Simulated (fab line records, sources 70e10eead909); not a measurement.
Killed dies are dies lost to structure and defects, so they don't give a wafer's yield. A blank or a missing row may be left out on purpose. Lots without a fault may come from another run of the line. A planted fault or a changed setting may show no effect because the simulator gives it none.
Chamber matching | flow nand_harc | NHARC_A_STAIRCASE_DESCUM_11 on rie_diel-02: 4 sister chambers
The step chemistry O2, time 3 s. 4 wafers are shown with their chamber, then 7 later ones without.

WAFERS WITH THEIR CHAMBER
wafer  | chamber | showerhead_plenum_p_Torr (Torr)
L078.4 | 3       | 2.06
L084.5 | 2       | 1.84
L087.1 | 1       | 1.91
L087.2 | 0       | 2.03

WAFERS WITHOUT THEIR CHAMBER
wafer  | showerhead_plenum_p_Torr (Torr)
L087.6 | 1.91
L093.1 | 2.05
L093.4 | 2.05
L093.5 | 1.90
L097.1 | 2.02
L097.3 | 2.04
L097.4 | 1.89

WHICH CHAMBER EACH WENT THROUGH
wafer  | from the rows above     | in truth
L087.6 | 1                       | 1
L093.1 | can't be placed: 3 or 0 | 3
L093.4 | can't be placed: 3 or 0 | 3
L093.5 | 1                       | 1
L097.1 | 0                       | 0
L097.3 | can't be placed: 0 or 3 | 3
L097.4 | 1                       | 1
Placed correctly: 4 of 7. Can't be placed from these rows: 3 (the true chamber is among the candidates in 3). Placed wrongly: 0.
How it was worked out, from the rows above alone: a wafer's distance from a chamber is the root of the sum, over the readings, of the square of ((its reading less the chamber's mean) divided by the reading's scatter). The wafer belongs to the nearest chamber; if the next one is less than 2 further off, it can't be placed. A chamber's mean is the mean of its shown wafers. The scatter: with one shown wafer a chamber, the root of the mean of the squares of how far each hidden wafer lies from its nearest shown one.
